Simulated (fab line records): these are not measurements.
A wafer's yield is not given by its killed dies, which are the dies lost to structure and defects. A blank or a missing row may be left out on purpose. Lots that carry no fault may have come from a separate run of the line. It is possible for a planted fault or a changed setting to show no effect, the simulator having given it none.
Matching of chambers -- flow n5 finfet -- 4 sister chambers for N5_FIN_SAQP_DESCUM_21 on rie diel-04
The step chemistry O2, time 7.9 s. 4 wafers are shown with their chamber, then 7 later ones without.

## WAFERS, EACH WITH ITS CHAMBER
wafer,chamber,showerhead plenum p Torr (Torr)
L081.3,1,2.16
L085.2,2,2.02
L093.1,0,2.12
L093.4,3,1.98

## WAFERS WHOSE CHAMBER IS MISSING
wafer,showerhead plenum p Torr (Torr)
L093.6,2.12
L094.1,2.15
L094.2,1.98
L094.5,1.98
L096.2,2.02
L096.4,2.02
L096.5,2.02

## THE CHAMBER EACH PASSED THROUGH
wafer,from the rows above,in truth
L093.6,0,0
L094.1,1,1
L094.2,3,3
L094.5,3,3
L096.2,2,2
L096.4,2,2
L096.5,2,2
Correct placement for 7 of the 7. Left unplaced by these rows: 0. 0 placed wrongly.
How it was worked out, from the rows above alone: a wafer's distance from a chamber is the root of the sum, over the readings, of the square of ((its reading less the chamber's mean) divided by the reading's scatter). The wafer belongs to the nearest chamber; if the next one is less than 2 further off, it can't be placed. Each chamber's mean is taken over the wafers shown for it. The scatter (one wafer shown for each chamber): square how far every hidden wafer sits from the nearest shown wafer, average those squares and take the square root.
